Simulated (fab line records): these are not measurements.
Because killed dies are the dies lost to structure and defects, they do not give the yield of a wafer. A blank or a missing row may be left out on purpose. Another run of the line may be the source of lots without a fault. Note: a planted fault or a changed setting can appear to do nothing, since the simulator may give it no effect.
Split-lot trial || flow n5 finfet || 21 wafers read from 7 lots, route of 1938 steps

== THE SPLIT ITSELF ==
At N5_GATE_CUT_EXPOSE_10 (exposes mask GATE CUT, target cd 20 nm), the setting dose mj was moved away from the recipe's 43.25 on 7 of the 21 wafers read, by -4.9% to +6.7%. This setting was run at the recipe's value on the other wafers.

== FROM THE SPLIT TO THE READING: what the file shows between them, 2 steps ==
- N5_GATE_CUT_PEB_11: peb time 60 s
- N5_GATE_CUT_DEVELOP_12: develop time 30 s

== THE READING ==
cd nm (nm) at N5_GATE_CUT_CD_MEAS_13, where the cd target is 20 nm. Fault-free wafers of this fab line usually give 19.97 nm, standard deviation 0.26 nm.

{"wafer": "L074.3", "tool, chamber at the split": "euv scanner-01, 0", "dose mj as run": 43.25, "against the recipe": "recipe", "cd nm, nm": 19.58, "against lot-mates on the recipe": "-"}
{"wafer": "L074.5", "tool, chamber at the split": "euv scanner-01, 0", "dose mj as run": 41.68, "against the recipe": "-3.6%", "cd nm, nm": 19.15, "against lot-mates on the recipe": -0.36}
{"wafer": "L074.6", "tool, chamber at the split": "euv scanner-01, 0", "dose mj as run": 43.25, "against the recipe": "recipe", "cd nm, nm": 19.44, "against lot-mates on the recipe": "-"}
{"wafer": "L075.2", "tool, chamber at the split": "euv scanner-02, 0", "dose mj as run": 41.76, "against the recipe": "-3.4%", "cd nm, nm": 19.06, "against lot-mates on the recipe": -0.88}
{"wafer": "L075.4", "tool, chamber at the split": "euv scanner-02, 0", "dose mj as run": 41.76, "against the recipe": "-3.4%", "cd nm, nm": 18.93, "against lot-mates on the recipe": -1.01}
{"wafer": "L075.6", "tool, chamber at the split": "euv scanner-02, 0", "dose mj as run": 43.25, "against the recipe": "recipe", "cd nm, nm": 19.94, "against lot-mates on the recipe": "-"}
{"wafer": "L077.2", "tool, chamber at the split": "euv scanner-01, 0", "dose mj as run": 43.25, "against the recipe": "recipe", "cd nm, nm": 20.45, "against lot-mates on the recipe": "-"}
{"wafer": "L077.3", "tool, chamber at the split": "euv scanner-01, 0", "dose mj as run": 43.25, "against the recipe": "recipe", "cd nm, nm": 20.24, "against lot-mates on the recipe": "-"}
{"wafer": "L077.4", "tool, chamber at the split": "euv scanner-01, 0", "dose mj as run": 44.41, "against the recipe": "+2.7%", "cd nm, nm": 20.41, "against lot-mates on the recipe": "+0.07"}
{"wafer": "L079.1", "tool, chamber at the split": "euv scanner-01, 0", "dose mj as run": 46.14, "against the recipe": "+6.7%", "cd nm, nm": 21.71, "against lot-mates on the recipe": "+2.15"}
{"wafer": "L079.2", "tool, chamber at the split": "euv scanner-01, 0", "dose mj as run": 46.14, "against the recipe": "+6.7%", "cd nm, nm": 21.07, "against lot-mates on the recipe": "+1.51"}
{"wafer": "L079.6", "tool, chamber at the split": "euv scanner-01, 0", "dose mj as run": 43.25, "against the recipe": "recipe", "cd nm, nm": 19.56, "against lot-mates on the recipe": "-"}
{"wafer": "L085.2", "tool, chamber at the split": "euv scanner-01, 0", "dose mj as run": 43.25, "against the recipe": "recipe", "cd nm, nm": 20.20, "against lot-mates on the recipe": "-"}
{"wafer": "L085.5", "tool, chamber at the split": "euv scanner-01, 0", "dose mj as run": 43.25, "against the recipe": "recipe", "cd nm, nm": 20.39, "against lot-mates on the recipe": "-"}
{"wafer": "L085.6", "tool, chamber at the split": "euv scanner-01, 0", "dose mj as run": 43.25, "against the recipe": "recipe", "cd nm, nm": 20.06, "against lot-mates on the recipe": "-"}
{"wafer": "L089.1", "tool, chamber at the split": "euv scanner-02, 0", "dose mj as run": 43.25, "against the recipe": "recipe", "cd nm, nm": 20.16, "against lot-mates on the recipe": "-"}
{"wafer": "L089.3", "tool, chamber at the split": "euv scanner-02, 0", "dose mj as run": 41.12, "against the recipe": "-4.9%", "cd nm, nm": 18.89, "against lot-mates on the recipe": -1.29}
{"wafer": "L089.6", "tool, chamber at the split": "euv scanner-02, 0", "dose mj as run": 43.25, "against the recipe": "recipe", "cd nm, nm": 20.20, "against lot-mates on the recipe": "-"}
{"wafer": "L097.1", "tool, chamber at the split": "euv scanner-02, 0", "dose mj as run": 43.25, "against the recipe": "recipe", "cd nm, nm": 19.50, "against lot-mates on the recipe": "-"}
{"wafer": "L097.2", "tool, chamber at the split": "euv scanner-02, 0", "dose mj as run": 43.25, "against the recipe": "recipe", "cd nm, nm": 19.71, "against lot-mates on the recipe": "-"}
{"wafer": "L097.4", "tool, chamber at the split": "euv scanner-02, 0", "dose mj as run": 43.25, "against the recipe": "recipe", "cd nm, nm": 19.76, "against lot-mates on the recipe": "-"}

FIT RESULTS
A straight line over all 21 wafers: cd nm changes by +0.223 nm for each +1% of dose mj; r = +0.90; the points scatter about the line by 0.31 nm.
The same after taking each lot's own level away (the mean of its wafers on the recipe; 21 wafers): +0.246 nm for each +1%; r = +0.95; scatter 0.24 nm.
On that fit, the largest move of dose mj shifts the reading by 1.6 nm.
The span of the lots' own levels, 19.510 to 20.345 nm, comes to 3.2 times the standard deviation stated above.
Hence the lot-to-lot level has little effect on the slope; both slopes agree.
Check: for one of the wafers moved furthest among these (+6.7%), held out of the fit, the line's prediction against its lot-mates is +1.4 nm. Against them it came out at +2.15 nm.

== ADDITIONAL SPLITS CARRIED BY THESE WAFERS ==
Before the reading, these wafers also passed through other splits. Each is held against what the fit with the lots' levels taken away leaves over:
{"other split on the same wafers": "N5_SDB_ALD_29 ald cycles", "wafers away from the commonest value": 8, "r with cd nm (lot level and that fit taken away)": -0.03}
{"other split on the same wafers": "N5_GATE_CUT_COAT_27 spin rpm", "wafers away from the commonest value": 5, "r with cd nm (lot level and that fit taken away)": "+0.34"}

== THE WHOLE CHAIN: every reading that the file lists as answering this split, in the file's order ==
{"step": "N5_GATE_CUT_CD_MEAS_13", "what it does": "target cd 20 nm", "reading": "cd nm", "change (the file's fit)": "+0.231 nm for each +1% of the setting", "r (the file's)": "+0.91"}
{"step": "N5_GATE_CUT_DESCUM_18", "what it does": "chemistry O2, time 7 s", "reading": "GATE_CUT.cd nm (the simulator's own value, which no gauge read)", "change (the file's fit)": "+0.22 nm for each +1% of the setting", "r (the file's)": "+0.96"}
{"step": "N5_GATE_CUT_ETCH_36", "what it does": "etches SiARC in CF4, target depth 13 nm, time 21.7 s", "reading": "GATE_CUT.cd nm (the simulator's own value, which no gauge read)", "change (the file's fit)": "+0.189 nm for each +1% of the setting", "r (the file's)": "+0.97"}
{"step": "N5_GATE_CUT_ETCH_37", "what it does": "etches SOC in N2/H2, target depth 60 nm, overetch 12 nm, time 90 s", "reading": "GATE_CUT.cd nm (the simulator's own value, which no gauge read)", "change (the file's fit)": "+0.212 nm for each +1% of the setting", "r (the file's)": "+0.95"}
{"step": "N5_GATE_CUT_HM_OPEN_40", "what it does": "chemistry C4F6/O2, target SiO2, target depth 139 nm, time 85.1 s", "reading": "GATE_CUT.cd nm (the simulator's own value, which no gauge read)", "change (the file's fit)": "+0.203 nm for each +1% of the setting", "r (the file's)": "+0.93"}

== THE FILE'S OWN FIT ==
cd nm changes by +0.231 nm for each +1% of dose mj, r = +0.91.
